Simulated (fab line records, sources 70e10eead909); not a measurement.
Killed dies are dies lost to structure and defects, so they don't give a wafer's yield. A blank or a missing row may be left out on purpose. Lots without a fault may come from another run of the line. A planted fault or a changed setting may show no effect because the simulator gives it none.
A struck lot beside a sound one | flow nand_harc | 40 steps out of a route of 1159
Sound: wafers L891.3, L891.4, L891.5. Struck: wafers L892.2, L892.4, L892.5. The cause comes at the end.
At each step with rows: each side's tool, then ch and its chambers, then its first start. Under that, the readings that differ: sound wafers | struck wafers | difference of the means | sigmas: that difference in standard deviations of wafers without a fault.
alike: readings whose means differ by less than 2 such deviations, and words and numbers that are the same on both sides. not compared: withheld readings, readings that some wafer has no value for, bounds like >300 that may hide the same value, and numbers for which the record gives no deviation and whose values overlap.
The two part at a step that has a row with sigmas, a row that says differs or no value, or rows on one side only. Numbers that don't overlap but have no deviation are shown without sigmas and don't part them. A reading that every wafer of one side lacks parts them only if that side has two wafers or more.

NHARC_P_BONDPAD_PRE_CLEAN_26: time 30 s.
  sound on pvd_sputter-03; struck on pvd_sputter-01
  alike: heater_power_w
then, 4 steps without rows for these wafers: NHARC_P_BONDPAD_PVD_17 (deposits TaN, target thk 5 nm, time 8.06 s); NHARC_P_BONDPAD_PVD_27 (deposits Cu, target thk 30 nm, time 20.49 s); NHARC_P_BONDPAD_ECD_18 (material Cu, target thk 400 nm); NHARC_P_BONDPAD_ANNEAL_28 (time 90 s).
NHARC_P_BONDPAD_CMP_19: polishes, t overpolish 30 s, cu recess touch 16 s, target thk 160.81 nm.
  sound on cmp-02 ch 1,2, day 7 22:13; struck on cmp-04 ch 0,1,3, day 8 05:26
  alike: motor_current_A, overpolish_run_s, retaining_ring_pressure_frac
NHARC_P_BONDPAD_THK_MEAS_20: measures by xrf.
  sound on film_metro-02, day 7 22:32; struck on film_metro-01, day 8 05:44
  alike: thk_nm
then, 1 step without rows for these wafers: NHARC_P_BONDPAD_SRD_21 (time 30 s, dry time 20 s).
NHARC_P_BONDPAD_INSPECT_23:
  sound on defect_inspect-02, day 7 22:46; struck on defect_inspect-01, day 8 05:56
  alike: raw_defect_count
then, 1 step without rows for these wafers: NHARC_P_BONDPAD_ACTIVATE_29 (chemistry N2, time 60 s).
NHARC_P_BONDPAD_PRECLEAN_30: cleans in DIW, time 300 s.
  sound on wet_bench-08 ch 4,5,7, day 7 22:59; struck on wet_bench-08 ch 1,6,7, day 8 06:09
then, 1 step without rows for these wafers: NHARC_P_BONDPAD_SRD_31 (time 30 s, dry time 20 s).
NHARC_A_START_INSPECT_01:
  sound on defect_inspect-02, day 7 23:13; struck on defect_inspect-02, day 8 06:24
  alike: raw_defect_count
then, 11 steps without rows for these wafers: NHARC_A_ZERO_WELL_PRECLEAN_00 (cleans in SPM, time 600 s); NHARC_A_ZERO_WELL_SRD_01; NHARC_A_ZERO_WELL_DEHYDRATE_02 (time 120 s); NHARC_A_ZERO_WELL_HMDS_03 (time 30 s); NHARC_A_ZERO_WELL_COAT_18 (time 65 s); NHARC_A_ZERO_WELL_COAT_04 (resist thk 600 nm); NHARC_A_ZERO_WELL_SOFTBAKE_05 (time 70 s); NHARC_A_ZERO_WELL_EBR_06; NHARC_A_ZERO_WELL_EXPOSE_07 (exposes mask A ZERO); NHARC_A_ZERO_WELL_PEB_08 (peb time 80 s); NHARC_A_ZERO_WELL_DEVELOP_09 (time 50 s).
NHARC_A_ZERO_WELL_CD_MEAS_10: target cd 2000 nm.
  sound on cd_sem-02 ch 0, day 8 00:04; struck on cd_sem-02 ch 0, day 8 07:14
  alike: cd_nm
then, 1 step without rows for these wafers: NHARC_A_ZERO_WELL_HARDBAKE_11 (time 65 s).
NHARC_A_ZERO_WELL_DESCUM_12: chemistry O2, time 3 s.
  sound on rie_diel-09 ch 2,3, day 8 00:14; struck on rie_diel-13 ch 0,3, day 8 07:25
  alike: drypump_motor_current_A, oes_product_au, rf_vpp_V, showerhead_plenum_p_Torr, throttle_valve_pct
  not compared: rf_hours_counter_h
NHARC_A_ZERO_WELL_ETCH_19: etches the open film in N2/H2, target depth 80 nm, overetch 24 nm, time 87.88 s.
  sound on rie_diel-09 ch 0,1, day 8 00:18; struck on rie_diel-13 ch 0,2,3, day 8 07:31
  alike: drypump_motor_current_A, oes_product_au, rf_vpp_V, showerhead_plenum_p_Torr, throttle_valve_pct
  not compared: rf_hours_counter_h
then, 5 steps without rows for these wafers: NHARC_A_ZERO_WELL_ETCH_13 (etches the open film in HBr/Cl2, target depth 120 nm, time 40.1 s); NHARC_A_ZERO_WELL_STRIP_14 (strips in SPM, time 900 s); NHARC_A_ZERO_WELL_IMPLANT_15; NHARC_A_ZERO_WELL_PRECLEAN_22 (cleans in SC1, time 60 s); NHARC_A_ZERO_WELL_SRD_23.
NHARC_A_ZERO_WELL_RTA_16: time 10 s.
  sound on rtp_anneal-01 ch 0, day 8 01:30; struck on rtp_anneal-02 ch 0, day 8 08:52
  reading             | sound          | struck         | difference | sigmas
  lamp_power_pct (%)  | 32.1 32.1 32.1 | 28.2 28.2 28.2 | -3.9       | -2
  lamp_zone_5_pct (%) | 32.1 32.1 32.0 | 28.2 28.2 28.3 | -3.8       | -2
  lamp_zone_6_pct (%) | 32.0 32.0 32.0 | 28.2 28.2 28.2 | -3.8       | -2
  alike: wafer_temp_C_max
NHARC_A_ZERO_WELL_INSPECT_17:
  sound on defect_inspect-02, day 8 01:40; struck on defect_inspect-02, day 8 09:02
  alike: raw_defect_count
then, 3 steps without rows for these wafers: NHARC_A_SOURCE_PLATE_PRECLEAN_00 (cleans in HF-LAST, time 60 s); NHARC_A_SOURCE_PLATE_SRD_01; NHARC_A_SOURCE_PLATE_OXIDE_02 (material SiO2, target thk 10 nm, ox time 1362 s).
NHARC_A_SOURCE_PLATE_THK_MEAS_09: measures by ellipsometry.
  sound on film_metro-02, day 8 09:54; struck on film_metro-02, day 8 16:25
  alike: thk_nm
-- the record jumps here: 13 days lie between the struck wafers' starts before and after (it left off in module A_SOURCE_PLATE and takes up again in module END, whose first step shown is number 1159 of the route) --
NHARC_END_SORT_01:
  sound on prober-01 ch 0, day 21 06:50; struck on prober-01 ch 0, day 21 13:51
  reading                | sound          | struck         | difference | sigmas
  killed_at_periphery    | 4 5 5          | 54 44 32       | +39        | +15
  sort_bin_2_pct (%)     | 1.5 1.6 3.1    | 4.0 4.0 3.4    | +1.7       | +3
  sort_bin_3_pct (%)     | 0.44 0 0       | 1.18 1.92 1.48 | +1.38      | +6
  sort_rim_yield_pct (%) | 97.2 90.6 95.3 | 86.8 88.7 85.8 | -7.3       | -3
  alike: defect_limited_yield, killed_at_array, killed_at_other, killed_dies, killed_open, killed_short, sort_bin_4_pct, sort_n_pass, sort_yield_pct

WHERE THEY PART
First at NHARC_A_ZERO_WELL_RTA_16; last, within this record, at NHARC_END_SORT_01.

WHY: what the simulator had put in
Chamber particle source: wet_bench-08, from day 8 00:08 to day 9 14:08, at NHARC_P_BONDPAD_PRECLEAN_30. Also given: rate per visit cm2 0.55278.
